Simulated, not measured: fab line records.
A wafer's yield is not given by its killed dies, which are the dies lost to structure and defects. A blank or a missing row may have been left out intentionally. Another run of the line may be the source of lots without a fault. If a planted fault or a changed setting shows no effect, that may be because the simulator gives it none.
fab line records ; flow n5Finfet
record lots=7; wafers=21
route steps=1938 shown BEOL_M0_SAQP@693 BEOL_M1@761 BEOL_M2@841 BEOL_M3@969 BEOL_M5@1142 BEOL_M7@1270
startH: hours from the record's first day to the start of the lot's first wafer shown ; waitH: hours since the lot's step before ; " repeats the value in the row above ; L1.1+2: a single row standing in for several wafers ; - no value present, or no start provided ; * or withheld: withheld ; < > ~ a bound
route shown NAME@n: a module of which the file shows steps, and the number in the route of the first ; usual: mean/standard deviation taken from wafers without a fault ; same: alike in all rows ; chamber/n: place in a boat ; sites: per-site readings ; _std_site: standard deviation of those values ; _edge_site: inner sites' mean taken away from outer sites' mean ; radiusMm: how far each site lies from the wafer's centre ; mask NAME#n: copy n ; behind: tool/chamber where the wafer was last shaped ; hold: why the lot was held/for how many hours/how that ended ; device: which transistor (n, p or np) failed to switch ; end of line: tests run on the same wafers once the route is complete ; step lacking rows: just its recipe ; killed: count of dies lost to structure and defects at first sort (not the wafer's yield) ; map: the dies of a wafer, with x for killed, . for not killed, _ for no die there
set.NAME: setting as actually run; set.NAME@STEP: the setting as run at that earlier step ; model.NAME: the simulator's own value behind a step, which no gauge read
lots where settings were altered on purpose, with a table for each step and a row for each wafer
## steps
# step N5_BEOL_M0_SAQP_ETCH_88
# recipe chemistry=N2/H2; target=underlayer; targetDepthA=65; timeS=5.2; ionEnergyEv=200; maskMaterial=CAR-EUV; pressureMtorr=30; sourceW=840; biasW=150; n2FlowSccm=200; h2FlowSccm=200; ends=cleared
# usual rfVppV=524.5/2.6
lot.wafer;tool;chamber;startH;waitH;set.sourceW;rfVppV
L083.1;rieDiel-03;1;168.52;0.0;840;523.8
L083.3;rieDiel-03;2;168.52;0.0;882.9;518.8
L083.4;rieDiel-03;0;168.52;0.0;840;526.6
L085.2;rieDiel-03;2;176.63;0.0;840;526.0
L085.3;rieDiel-03;1;176.63;0.0;840;522.5
L085.6;rieDiel-03;0;176.63;0.0;713;553.7
L089.4;rieDiel-03;2;204.01;0.0;950.9;503.9
L089.5;rieDiel-03;0;204.01;0.0;840;525.0
L089.6;rieDiel-03;1;204.01;0.0;950.9;503.4
L090.1;rieDiel-06;1;208.57;0.0;926.5;508.3
L090.2;rieDiel-06;3;208.57;0.0;926.5;506.6
L090.5;rieDiel-06;0;208.57;0.0;926.5;506.5
L092.1;rieDiel-02;0;219.41;0.0;840;523.1
L092.2;rieDiel-02;3;219.41;0.0;840;521.9
L092.5;rieDiel-02;0;219.41;0.0;840;520.9
L094.1;rieDiel-02;0;229.09;0.0;840;523.7
L094.4;rieDiel-02;3;229.09;0.0;840;521.5
L094.5;rieDiel-02;2;229.09;0.0;840;521.7
L095.2;rieDiel-02;2;237.24;0.0;735.2;546.5
L095.4;rieDiel-02;3;237.24;0.0;840;519.9
L095.6;rieDiel-02;1;237.24;0.0;735.2;550.7
# step N5_BEOL_M0_SAQP_ALD_48
# recipe material=SiO2; targetThkA=200; tempC=100; aldPrecursorFamily=BDEAS; aldCoReactant=O2-plasma; pulseTimeS=1; coReactantPulseTimeS=1; purgeTimeS=2; coReactantPurgeTimeS=2; aldCycles=139; pressureTorr=2
lot.wafer;tool;chamber;startH;waitH;set.aldCycles;model.SiO2_of_BEOL_M0_SAQP_ALD_48.thkNm
L083.1+4;aldSin-02;3,2;168.77;0.0;150;21.6
L083.3;aldSin-02;0;168.77;0.0;139;20
L085.2;aldSin-02;3;177.02;0.2;120;17.2
L085.3;aldSin-02;1;177.02;0.2;139;19.8
L085.6;aldSin-02;3;177.02;0.2;120;17.4
L089.4+6;aldSin-02;1,2;205.37;1.1;139;19.8
L089.5;aldSin-02;3;205.37;1.1;139;20
L090.1+5;aldSin-04;3;208.82;0.0;139;20
L090.2;aldSin-04;2;208.82;0.0;139;19.8
L092.1+2;aldSin-02;3,2;219.90;0.3;139;19.8
L092.5;aldSin-02;3;219.90;0.3;139;20
L094.1;aldSin-04;1;229.34;0.0;139;20
L094.4;aldSin-04;2;229.34;0.0;139;19.8
L094.5;aldSin-04;1;229.34;0.0;146;21
L095.2;aldSin-04;0;237.49;0.0;157;22.8
L095.4;aldSin-04;1;237.49;0.0;139;20
L095.6;aldSin-04;2;237.49;0.0;157;22.6
# step N5_BEOL_M0_SAQP_ETCH_49
# recipe chemistry=CF4/O2; targetDepthA=370; target=SiO2; pressureMtorr=40; sourceW=535; biasW=49; Ar_flow_sccm=100; cf4FlowSccm=100; O2_flow_sccm=10; ionEnergyEv=100
lot.wafer;tool;chamber;startH;waitH;set.aldCycles@BEOL_M0_SAQP_ALD_48;model.SiO2_of_BEOL_M0_SAQP_ALD_48.thkNm
L083.1;rieDiel-02;0;169.30;0.3;150;15.6
L083.3;rieDiel-02;1;169.30;0.3;139;14
L083.4;rieDiel-02;2;169.30;0.3;150;15.8
L085.2;rieDiel-06;2;177.55;0.3;120;13.2
L085.3;rieDiel-06;3;177.55;0.3;139;14.6
L085.6;rieDiel-06;3;177.55;0.3;120;12.8
L089.4;rieDiel-03;0;205.95;0.3;139;14.8
L089.5;rieDiel-03;2;205.95;0.3;139;15
L089.6;rieDiel-03;1;205.95;0.3;139;14
L090.1+5;rieDiel-02;0;209.34;0.3;139;14.6
L090.2;rieDiel-02;1;209.34;0.3;139;13.8
L092.1;rieDiel-03;0;220.43;0.3;139;15
L092.2;rieDiel-03;1;220.43;0.3;139;14.2
L092.5;rieDiel-03;0;220.43;0.3;139;15.4
L094.1;rieDiel-02;2;229.86;0.3;139;14.4
L094.4;rieDiel-02;0;229.86;0.3;139;14.6
L094.5;rieDiel-02;2;229.86;0.3;146;15
L095.2;rieDiel-02;2;238.02;0.3;157;16
L095.4;rieDiel-02;1;238.02;0.3;139;14.2
L095.6;rieDiel-02;1;238.02;0.3;157;16.2
# step N5_BEOL_M1_EXPOSE_08
# recipe maskId=M1; na=0.33; sourceShape=dipole; sigmaInner=0.369; sigmaOuter=0.767; polarization=unpolarized; doseMj=33
lot.wafer;tool;chamber;startH;waitH;mask;set.doseMj
L083.1;euvScanner-01;0;179.54;-;M1#0;31.89
L083.3+4;euvScanner-01;0;179.54;-;M1#0;33
L085.2+6;euvScanner-01;0;188.22;-;M1#0;35.2
L085.3;euvScanner-01;0;188.22;-;M1#0;33
L089.4;euvScanner-01;0;213.25;-;M1#0;33
L089.5+6;euvScanner-01;0;213.25;-;M1#0;34.91
L090.1+2+5;euvScanner-01;0;217.86;-;M1#0;33
L092.1+2+5;euvScanner-02;0;227.44;-;M1#0;33
L094.1;euvScanner-01;0;240.73;-;M1#0;33
L094.4+5;euvScanner-01;0;240.73;-;M1#0;32
L095.2;euvScanner-01;0;250.74;-;M1#0;33
L095.4+6;euvScanner-01;0;250.74;-;M1#0;30.83
# step N5_BEOL_M1_PEB_09
# recipe pebTempC=100; pebTimeS=60; resist=CAR-EUV
# step N5_BEOL_M1_DEVELOP_10
# recipe developTimeS=30; developer=TMAH; resist=CAR-EUV; rinseLiquid=surfactantRinse; dry=airSpin; devTempC=23
# step N5_BEOL_M1_CD_MEAS_11
# recipe targetCdNm=17.05; landingEnergyEv=500; detector=seInlens; polarity=opening
# usual cdNm=16.99/0.29
lot.wafer;tool;chamber;startH;waitH;set.doseMj@BEOL_M1_EXPOSE_08;cdNm
L083.1;cdSem-02;0;179.67;-;31.89;16.30
L083.3;cdSem-02;0;179.67;-;33;17.33
L083.4;cdSem-02;0;179.67;-;33;16.97
L085.2;cdSem-03;0;188.35;-;35.2;17.65
L085.3;cdSem-03;0;188.35;-;33;16.89
L085.6;cdSem-03;0;188.35;-;35.2;17.75
L089.4;cdSem-03;0;213.36;-;33;16.77
L089.5;cdSem-03;0;213.36;-;34.91;18.27
L089.6;cdSem-03;0;213.36;-;34.91;18.18
L090.1;cdSem-02;0;217.98;-;33;17.08
L090.2;cdSem-02;0;217.98;-;33;17.34
L090.5;cdSem-02;0;217.98;-;33;16.95
L092.1;cdSem-01;0;227.56;-;33;17.17
L092.2;cdSem-01;0;227.56;-;33;16.86
L092.5;cdSem-01;0;227.56;-;33;17.38
L094.1;cdSem-01;0;240.86;-;33;16.64
L094.4;cdSem-01;0;240.86;-;32;16.04
L094.5;cdSem-01;0;240.86;-;32;16.07
L095.2;cdSem-01;0;250.86;-;33;16.69
L095.4;cdSem-01;0;250.86;-;30.83;15.29
L095.6;cdSem-01;0;250.86;-;30.83;15.23
# step N5_BEOL_M1_DESCUM_16
# recipe chemistry=O2; timeS=7; sourcePowerW=50; biasPowerW=20; pressureMtorr=20; rfFrequencyHz=2.712e+07; tempC=40; resist=CAR-EUV; o2FlowSccm=225
# step N5_BEOL_M1_ETCH_74
# recipe chemistry=N2/H2; target=underlayer; targetDepthA=65; maskMaterial=CAR-EUV; timeS=5.2; ionEnergyEv=200; pressureMtorr=30; sourceW=840; biasW=150; n2FlowSccm=200; h2FlowSccm=200; ends=cleared
lot.wafer;tool;chamber;startH;waitH;set.doseMj@BEOL_M1_EXPOSE_08;model.BEOL_M1.cdOffsetNm
L083.1;rieDiel-06;3;179.83;0.0;31.89;-0.6
L083.3;rieDiel-06;1;179.83;0.0;33;0
L083.4;rieDiel-06;2;179.83;0.0;33;0.2
L085.2;rieDiel-02;2;188.66;0.0;35.2;0.8
L085.3;rieDiel-02;1;188.66;0.0;33;0
L085.6;rieDiel-02;0;188.66;0.0;35.2;1.2
L089.4;rieDiel-06;2;213.73;0.0;33;-0.2
L089.5;rieDiel-06;3;213.73;0.0;34.91;1.2
L089.6;rieDiel-06;2;213.73;0.0;34.91;0.8
L090.1;rieDiel-02;2;218.14;0.0;33;-0.2
L090.2;rieDiel-02;1;218.14;0.0;33;0.4
L090.5;rieDiel-02;1;218.14;0.0;33;0.2
L092.1+2;rieDiel-06;1,2;227.72;0.0;33;-0.2
L092.5;rieDiel-06;3;227.72;0.0;33;0.2
L094.1;rieDiel-06;0;241.02;0.0;33;0
L094.4;rieDiel-06;3;241.02;0.0;32;-0.6
L094.5;rieDiel-06;0;241.02;0.0;32;-0.8
L095.2;rieDiel-03;1;251.26;0.0;33;-0.6
L095.4;rieDiel-03;0;251.26;0.0;30.83;-2
L095.6;rieDiel-03;1;251.26;0.0;30.83;-1.8
# step N5_BEOL_M1_ETCH_63
# recipe chemistry=CF4; target=SiARC; targetDepthA=156; maskMaterial=CAR-EUV; timeS=26; ionEnergyEv=80; pressureMtorr=40; sourceW=545; biasW=36; Ar_flow_sccm=100; cf4FlowSccm=100; ends=cleared
lot.wafer;tool;chamber;startH;waitH;set.doseMj@BEOL_M1_EXPOSE_08;model.BEOL_M1.cdOffsetNm
L083.1;rieDiel-06;3;179.84;0.0;31.89;-0.6
L083.3;rieDiel-06;1;179.84;0.0;33;0
L083.4;rieDiel-06;2;179.84;0.0;33;0.2
L085.2;rieDiel-02;2;188.67;0.0;35.2;0.8
L085.3;rieDiel-02;1;188.67;0.0;33;0
L085.6;rieDiel-02;0;188.67;0.0;35.2;1.4
L089.4;rieDiel-06;2;213.75;0.0;33;-0.2
L089.5;rieDiel-06;3;213.75;0.0;34.91;1.2
L089.6;rieDiel-06;2;213.75;0.0;34.91;0.8
L090.1;rieDiel-02;2;218.16;0.0;33;-0.2
L090.2+5;rieDiel-02;1;218.16;0.0;33;0.2
L092.1+2;rieDiel-06;1,2;227.74;0.0;33;-0.2
L092.5;rieDiel-06;3;227.74;0.0;33;0
L094.1;rieDiel-06;0;241.03;0.0;33;-0.2
L094.4;rieDiel-06;3;241.03;0.0;32;-0.8
L094.5;rieDiel-06;0;241.03;0.0;32;-1
L095.2;rieDiel-03;1;251.28;0.0;33;-0.4
L095.4;rieDiel-03;0;251.28;0.0;30.83;-2
L095.6;rieDiel-03;1;251.28;0.0;30.83;-1.6
# step N5_BEOL_M1_ETCH_64
# recipe chemistry=N2/H2; target=SOC; targetDepthA=750; overetchA=150; maskMaterial=SiARC; tempC=40; timeS=112.5; ionEnergyEv=200; pressureMtorr=30; sourceW=840; biasW=150; n2FlowSccm=200; h2FlowSccm=200
# usual rfVppV=523.9/2.6
lot.wafer;tool;chamber;startH;waitH;set.sourceW;set.doseMj@BEOL_M1_EXPOSE_08;rfVppV;model.BEOL_M1.cdOffsetNm
L083.1;rieDiel-06;3;179.87;0.0;840;31.89;523.2;-0.6
L083.3;rieDiel-06;1;179.87;0.0;840;33;524.9;0
L083.4;rieDiel-06;2;179.87;0.0;840;33;519.0;0
L085.2;rieDiel-02;2;188.70;0.0;840;35.2;524.2;0.8
L085.3;rieDiel-02;1;188.70;0.0;840;33;527.9;0
L085.6;rieDiel-02;0;188.70;0.0;840;35.2;521.9;1.2
L089.4;rieDiel-06;2;213.78;0.0;840;33;519.0;-0.4
L089.5;rieDiel-06;3;213.78;0.0;840;34.91;523.0;1.4
L089.6;rieDiel-06;2;213.78;0.0;840;34.91;519.4;0.8
L090.1;rieDiel-02;2;218.19;0.0;840;33;522.5;0
L090.2;rieDiel-02;1;218.19;0.0;840;33;528.9;0.2
L090.5;rieDiel-02;1;218.19;0.0;840;33;527.1;0
L092.1;rieDiel-06;1;227.76;0.0;840;33;524.4;0.4
L092.2;rieDiel-06;2;227.76;0.0;840;33;519.3;-0.4
L092.5;rieDiel-06;3;227.76;0.0;840;33;522.5;0.2
L094.1;rieDiel-06;0;241.06;0.0;688.8;33;557.3;-0.6
L094.4;rieDiel-06;3;241.06;0.0;840;32;521.9;-0.8
L094.5;rieDiel-06;0;241.06;0.0;840;32;523.5;-1.2
L095.2;rieDiel-03;1;251.30;0.0;882.4;33;514.9;-0.2
L095.4;rieDiel-03;0;251.30;0.0;840;30.83;524.3;-2.4
L095.6;rieDiel-03;1;251.30;0.0;882.4;30.83;515.4;-1.6
# step N5_BEOL_M2_ILD_DEP_00
# recipe material=SiOC; targetThkA=790; tempC=350; precursor=DEMS/O2; pressureTorr=5; rfW=500; timeS=15.3
lot.wafer;tool;chamber;startH;waitH;set.timeS;model.SiOC_of_BEOL_M2_ILD_DEP_00.thkNm
L083.1;pecvd-03;1;189.90;0.0;15.3;79.2
L083.3+4;pecvd-03;2,0;189.90;0.0;15.3;78.6
L085.2;pecvd-01;1;198.45;0.0;17.16;87.4
L085.3;pecvd-01;0;198.45;0.0;17.16;88.6
L085.6;pecvd-01;2;198.45;0.0;15.3;80.4
L089.4;pecvd-03;2;230.63;0.1;13.03;66.8
L089.5;pecvd-03;2;230.63;0.1;13.03;67.8
L089.6;pecvd-03;0;230.63;0.1;13.03;67.2
L090.1;pecvd-04;2;245.89;0.0;13.7;71.2
L090.2;pecvd-04;0;245.89;0.0;13.7;70.2
L090.5;pecvd-04;0;245.89;0.0;15.3;79.8
L092.1;pecvd-03;0;254.76;0.0;15.3;78.6
L092.2;pecvd-03;2;254.76;0.0;15.3;77.4
L092.5;pecvd-03;1;254.76;0.0;15.3;80.2
L094.1;pecvd-01;1;266.48;0.0;17.19;87.4
L094.4;pecvd-01;1;266.48;0.0;17.19;89
L094.5;pecvd-01;2;266.48;0.0;17.19;89.6
L095.2;pecvd-01;1;283.85;0.0;15.3;76.6
L095.4;pecvd-01;2;283.85;0.0;15.3;80
L095.6;pecvd-01;0;283.85;0.0;14.48;73.6
# step N5_BEOL_M2_THK_MEAS_01
# recipe reads=SiOC_of_BEOL_M2_ILD_DEP_00
# usual M2_ILD_THK=78.8/1.1
lot.wafer;tool;chamber;startH;waitH;set.timeS@BEOL_M2_ILD_DEP_00;M2_ILD_THK[nm]
L083.1;filmMetro-02;-;189.97;0.0;15.3;79.2
L083.3;filmMetro-02;-;189.97;0.0;15.3;78.6
L083.4;filmMetro-02;-;189.97;0.0;15.3;78.7
L085.2;filmMetro-01;-;198.52;0.1;17.16;87.5
L085.3;filmMetro-01;-;198.52;0.1;17.16;88.6
L085.6;filmMetro-01;-;198.52;0.1;15.3;80.4
L089.4;filmMetro-01;-;230.70;0.1;13.03;66.8
L089.5;filmMetro-01;-;230.70;0.1;13.03;67.7
L089.6;filmMetro-01;-;230.70;0.1;13.03;67.2
L090.1;filmMetro-01;-;245.96;0.0;13.7;71.3
L090.2;filmMetro-01;-;245.96;0.0;13.7;70.2
L090.5;filmMetro-01;-;245.96;0.0;15.3;79.8
L092.1;filmMetro-01;-;254.83;0.0;15.3;78.7
L092.2;filmMetro-01;-;254.83;0.0;15.3;77.3
L092.5;filmMetro-01;-;254.83;0.0;15.3;80.2
L094.1;filmMetro-01;-;266.55;0.0;17.19;87.3
L094.4;filmMetro-01;-;266.55;0.0;17.19;89.0
L094.5;filmMetro-01;-;266.55;0.0;17.19;89.5
L095.2;filmMetro-01;-;283.92;0.1;15.3;76.7
L095.4;filmMetro-01;-;283.92;0.1;15.3;79.8
L095.6;filmMetro-01;-;283.92;0.1;14.48;73.7
# step N5_BEOL_M2_ALD_98
# recipe material=SiO2; targetThkA=25; tempC=100; aldPrecursorFamily=BDEAS; aldCoReactant=O2-plasma; pulseTimeS=1; coReactantPulseTimeS=1; purgeTimeS=2; coReactantPurgeTimeS=2; aldCycles=17; pressureTorr=2
lot.wafer;tool;chamber;startH;waitH;set.aldCycles;model.SiO2_of_BEOL_M2_ALD_98.thkNm
L083.1+3;aldSin-02;0,2;193.39;0.1;20;3
L083.4;aldSin-02;3;193.39;0.1;17;2.6
L085.2;aldSin-02;1;200.87;0.1;18;2.6
L085.3;aldSin-02;2;200.87;0.1;17;2.4
L085.6;aldSin-02;3;200.87;0.1;17;2.6
L089.4+5+6;aldSin-02;3,1,2;234.31;0.0;17;2.4
L090.1;aldSin-01;2;248.12;0.1;18;2.6
L090.2+5;aldSin-01;1,2;248.12;0.1;17;2.6
L092.1+2+5;aldSin-01;2,0,1;257.64;0.1;17;2.6
L094.1+4;aldSin-01;2,0;269.03;0.2;17;2.6
L094.5;aldSin-01;2;269.03;0.2;15;2.2
L095.2+4+6;aldSin-01;0,2,2;286.04;0.1;17;2.6
# step N5_BEOL_M3_DESCUM_33
# recipe chemistry=O2; timeS=7; sourcePowerW=50; biasPowerW=20; pressureMtorr=20; rfFrequencyHz=2.712e+07; tempC=40; resist=CAR-EUV; o2FlowSccm=225
lot.wafer;tool;chamber;startH;waitH;set.timeS;model.CAR-EUV_of_BEOL_M3_COAT_22.thkNm
L083.1;rieDiel-02;2;214.44;0.0;6.513;26.2
L083.3+4;rieDiel-02;3,1;214.44;0.0;7;26
L085.2+3+6;rieDiel-06;3,1,0;233.44;0.3;7;26.2
L089.4+6;rieDiel-02;3;258.76;0.0;5.655;26.8
L089.5;rieDiel-02;0;258.76;0.0;7;26.4
L090.1+5;rieDiel-03;2,1;263.77;0.0;7;26
L090.2;rieDiel-03;3;263.77;0.0;8.335;25.4
L092.1+2;rieDiel-02;0,3;278.04;0.0;7;26
L092.5;rieDiel-02;2;278.04;0.0;7;25.8
L094.1+4;rieDiel-06;1,0;285.62;0.0;7;26.2
L094.5;rieDiel-06;1;285.62;0.0;6.424;26.4
L095.2;rieDiel-06;2;297.22;0.0;6.518;26.2
L095.4;rieDiel-06;3;297.22;0.0;7;26.2
L095.6;rieDiel-06;1;297.22;0.0;6.518;26.4
# step N5_BEOL_M5_COAT_22
# recipe resist=CAR-EUV; spinRpm=1500; resistThkNm=30
lot.wafer;tool;chamber;startH;waitH;set.spinRpm;model.CAR-EUV_of_BEOL_M5_COAT_22.thkNm
L083.1;lithoTrack-01;0;-;-;1618;28.8
L083.3+4;lithoTrack-01;0;-;-;1500;30
L085.2+6;lithoTrack-03;0;-;-;1500;30.2
L085.3;lithoTrack-03;0;-;-;1655;28.6
L089.4+5+6;lithoTrack-01;0;-;-;1500;30
L090.1+5;lithoTrack-05;0;-;-;1366;31.4
L090.2;lithoTrack-05;0;-;-;1500;30
L092.1+2+5;lithoTrack-01;0;-;-;1500;30
L094.1;lithoTrack-01;0;-;-;1423;30.6
L094.4;lithoTrack-01;0;-;-;1423;30.8
L094.5;lithoTrack-01;0;-;-;1500;30
L095.2;lithoTrack-03;0;-;-;1500;30
L095.4+6;lithoTrack-03;0;-;-;1385;31.2
# step N5_BEOL_M5_EBR_24
# recipe solvent=PGMEA; ebrWidthMm=1.5
# step N5_BEOL_M5_SOFTBAKE_23
# recipe tempC=110; timeS=60; resist=CAR-EUV
# step N5_BEOL_M5_EXPOSE_25
# recipe maskId=V4; na=0.33; sourceShape=quasar; sigmaInner=0.2; sigmaOuter=0.6; polarization=unpolarized; defocusNm=10; doseMj=52.75
# step N5_BEOL_M5_PEB_26
# recipe pebTempC=100; pebTimeS=60; resist=CAR-EUV
# step N5_BEOL_M5_DEVELOP_27
# recipe developTimeS=30; developer=TMAH; resist=CAR-EUV; rinseLiquid=surfactantRinse; dry=airSpin; devTempC=23
lot.wafer;tool;chamber;startH;waitH;set.spinRpm@BEOL_M5_COAT_22;model.CAR-EUV_of_BEOL_M5_COAT_22.thkNm
L083.1;lithoTrack-05;0;-;-;1618;28.4
L083.3+4;lithoTrack-05;0;-;-;1500;29.4
L085.2;lithoTrack-05;0;-;-;1500;29.8
L085.3;lithoTrack-05;0;-;-;1655;28.2
L085.6;lithoTrack-05;0;-;-;1500;29.6
L089.4+5+6;lithoTrack-01;0;-;-;1500;29.6
L090.1+5;lithoTrack-01;0;-;-;1366;31
L090.2;lithoTrack-01;0;-;-;1500;29.6
L092.1+2+5;lithoTrack-01;0;-;-;1500;29.4
L094.1;lithoTrack-05;0;-;-;1423;30.2
L094.4;lithoTrack-05;0;-;-;1423;30.4
L094.5;lithoTrack-05;0;-;-;1500;29.6
L095.2;lithoTrack-05;0;-;-;1500;29.6
L095.4;lithoTrack-05;0;-;-;1385;30.6
L095.6;lithoTrack-05;0;-;-;1385;30.8
# step N5_BEOL_M5_SPUTTER_83
# recipe material=Cu; targetThkA=150; tempC=-20; chamberPressurePa=0.07; powerW=withheld; timeS=27.62
lot.wafer;tool;chamber;startH;waitH;set.timeS;model.Cu_of_BEOL_M5_SPUTTER_83.thkNm
L083.1+4;pvdSputter-01;-;262.91;0.5;23.52;-
L083.3;pvdSputter-01;-;262.91;0.5;27.62;15.2
L085.2+6;pvdSputter-02;-;286.26;0.5;27.62;14.8
L085.3;pvdSputter-02;-;286.26;0.5;27.62;14.6
L089.4+6;pvdSputter-02;-;309.91;0.5;27.62;15
L089.5;pvdSputter-02;-;309.91;0.5;27.62;15.2
L090.1;pvdSputter-03;-;332.11;0.5;30.25;-
L090.2;pvdSputter-03;-;332.11;0.5;27.62;15
L090.5;pvdSputter-03;-;332.11;0.5;27.62;14.8
L092.1+2+5;pvdSputter-01;-;334.92;0.5;27.62;14.8
L094.1+5;pvdSputter-02;-;341.57;0.6;27.62;15.4
L094.4;pvdSputter-02;-;341.57;0.6;23.81;13
L095.2;pvdSputter-01;-;356.71;0.5;23.76;12.6
L095.4;pvdSputter-01;-;356.71;0.5;23.76;-
L095.6;pvdSputter-01;-;356.71;0.5;27.62;15
# step N5_BEOL_M7_COAT_05
# recipe resist=CAR-ArF; spinRpm=1500; resistThkNm=90
lot.wafer;tool;chamber;startH;waitH;set.spinRpm;model.CAR-ArF_of_BEOL_M7_COAT_05.thkNm
L083.1;lithoTrack-03;0;-;-;1500;90.2
L083.3;lithoTrack-03;0;-;-;1357;94.8
L083.4;lithoTrack-03;0;-;-;1500;90
L085.2;lithoTrack-03;0;-;-;1500;90
L085.3;lithoTrack-03;0;-;-;1500;90.4
L085.6;lithoTrack-03;0;-;-;1662;85.8
L089.4;lithoTrack-05;0;-;-;1500;89.8
L089.5;lithoTrack-05;0;-;-;1645;86
L089.6;lithoTrack-05;0;-;-;1500;90.2
L092.1+5;lithoTrack-05;0;-;-;1500;90.2
L092.2;lithoTrack-05;0;-;-;1500;90
L090.1+2;lithoTrack-04;0;-;-;1576;88.2
L090.5;lithoTrack-04;0;-;-;1500;90.6
L094.1;lithoTrack-05;0;-;-;1500;90
L094.4+5;lithoTrack-05;0;-;-;1500;90.2
L095.2+6;lithoTrack-03;0;-;-;1500;90.2
L095.4;lithoTrack-03;0;-;-;1378;94
# step N5_BEOL_M7_EXPOSE_08
# recipe maskId=M7; na=1.35; sourceShape=dipole; sigmaInner=0.817; sigmaOuter=0.97; polarization=te; doseMj=68.25
lot.wafer;tool;chamber;startH;waitH;mask;set.doseMj
L083.1+3+4;arfiScanner-03;0;274.36;-;M7#0;63.3
L085.2;arfiScanner-01;0;300.02;-;M7#0;68.25
L085.3+6;arfiScanner-01;0;300.02;-;M7#0;64.23
L089.4+5+6;arfiScanner-03;0;322.22;-;M7#0;68.25
L092.1+2+5;arfiScanner-02;0;345.77;-;M7#0;68.25
L090.1;arfiScanner-02;0;348.18;-;M7#0;66.55
L090.2+5;arfiScanner-02;0;348.18;-;M7#0;68.25
L094.1+5;arfiScanner-03;0;359.10;-;M7#0;65.37
L094.4;arfiScanner-03;0;359.10;-;M7#0;68.25
L095.2+4+6;arfiScanner-01;0;371.52;-;M7#0;70.28
# step N5_BEOL_M7_PEB_09
# recipe pebTempC=withheld; pebTimeS=60; resist=CAR-ArF
# step N5_BEOL_M7_DEVELOP_10
# recipe developTimeS=30; developer=TMAH; resist=CAR-ArF; rinseLiquid=diw; dry=airSpin; devTempC=23
lot.wafer;tool;chamber;startH;waitH;set.spinRpm@BEOL_M7_COAT_05;model.CAR-ArF_of_BEOL_M7_COAT_05.thkNm
L083.1;lithoTrack-03;0;-;-;1500;88.6
L083.3;lithoTrack-03;0;-;-;1357;93
L083.4;lithoTrack-03;0;-;-;1500;88.4
L085.2;lithoTrack-05;0;-;-;1500;88.4
L085.3;lithoTrack-05;0;-;-;1500;88.6
L085.6;lithoTrack-05;0;-;-;1662;84
L089.4;lithoTrack-03;0;-;-;1500;88.2
L089.5;lithoTrack-03;0;-;-;1645;84.2
L089.6;lithoTrack-03;0;-;-;1500;88.4
L092.1+5;lithoTrack-03;0;-;-;1500;88.4
L092.2;lithoTrack-03;0;-;-;1500;88.2
L090.1+2;lithoTrack-03;0;-;-;1576;86.4
L090.5;lithoTrack-03;0;-;-;1500;89
L094.1;lithoTrack-04;0;-;-;1500;88.2
L094.4;lithoTrack-04;0;-;-;1500;88.4
L094.5;lithoTrack-04;0;-;-;1500;88.6
L095.2+6;lithoTrack-04;0;-;-;1500;88.4
L095.4;lithoTrack-04;0;-;-;1378;92.2
## key
split step=N5_BEOL_M0_SAQP_ETCH_88; setting=sourceW; stated=840; by=wafer
response step=N5_BEOL_M0_SAQP_ETCH_88; reading=rfVppV; change=-1.92; per=1%; r=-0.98
split step=N5_BEOL_M0_SAQP_ALD_48; setting=aldCycles; stated=139; by=wafer
response step=N5_BEOL_M0_SAQP_ALD_48; reading=model.SiO2_of_BEOL_M0_SAQP_ALD_48.thkNm; change=+0.197; per=1%; r=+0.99
response step=N5_BEOL_M0_SAQP_ETCH_49; reading=model.SiO2_of_BEOL_M0_SAQP_ALD_48.thkNm; change=+0.141; per=1%; r=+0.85
split step=N5_BEOL_M1_EXPOSE_08; setting=doseMj; stated=33; by=wafer
response step=N5_BEOL_M1_CD_MEAS_11; reading=cdNm; change=+0.196; per=1%; r=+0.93
response step=N5_BEOL_M1_ETCH_74; reading=model.BEOL_M1.cdOffsetNm; change=+0.188; per=1%; r=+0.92
response step=N5_BEOL_M1_ETCH_63; reading=model.BEOL_M1.cdOffsetNm; change=+0.197; per=1%; r=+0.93
response step=N5_BEOL_M1_ETCH_64; reading=model.BEOL_M1.cdOffsetNm; change=+0.215; per=1%; r=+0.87
split step=N5_BEOL_M1_ETCH_64; setting=sourceW; stated=840; by=wafer
response step=N5_BEOL_M1_ETCH_64; reading=rfVppV; change=-1.91; per=1%; r=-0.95
split step=N5_BEOL_M2_ILD_DEP_00; setting=timeS; stated=15.3; by=wafer
response step=N5_BEOL_M2_ILD_DEP_00; reading=model.SiOC_of_BEOL_M2_ILD_DEP_00.thkNm; change=+0.744; per=1%; r=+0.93
response step=N5_BEOL_M2_THK_MEAS_01; reading=M2_ILD_THK; change=+0.743; per=1%; r=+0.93
split step=N5_BEOL_M2_ALD_98; setting=aldCycles; stated=17; by=wafer
response step=N5_BEOL_M2_ALD_98; reading=model.SiO2_of_BEOL_M2_ALD_98.thkNm; change=+0.0238; per=1%; r=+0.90
split step=N5_BEOL_M3_DESCUM_33; setting=timeS; stated=7; by=wafer
response step=N5_BEOL_M3_DESCUM_33; reading=model.CAR-EUV_of_BEOL_M3_COAT_22.thkNm; change=-0.0255; per=1%; r=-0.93
split step=N5_BEOL_M5_COAT_22; setting=spinRpm; stated=1500; by=wafer
response step=N5_BEOL_M5_COAT_22; reading=model.CAR-EUV_of_BEOL_M5_COAT_22.thkNm; change=-0.154; per=1%; r=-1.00
response step=N5_BEOL_M5_DEVELOP_27; reading=model.CAR-EUV_of_BEOL_M5_COAT_22.thkNm; change=-0.144; per=1%; r=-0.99
split step=N5_BEOL_M5_SPUTTER_83; setting=timeS; stated=27.62; by=wafer
response step=N5_BEOL_M5_SPUTTER_83; reading=model.Cu_of_BEOL_M5_SPUTTER_83.thkNm; change=+0.173; per=1%; r=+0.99
split step=N5_BEOL_M7_COAT_05; setting=spinRpm; stated=1500; by=wafer
response step=N5_BEOL_M7_COAT_05; reading=model.CAR-ArF_of_BEOL_M7_COAT_05.thkNm; change=-0.443; per=1%; r=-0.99
response step=N5_BEOL_M7_DEVELOP_10; reading=model.CAR-ArF_of_BEOL_M7_COAT_05.thkNm; change=-0.446; per=1%; r=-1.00
split step=N5_BEOL_M7_EXPOSE_08; setting=doseMj; stated=68.25; by=wafer
response none clear
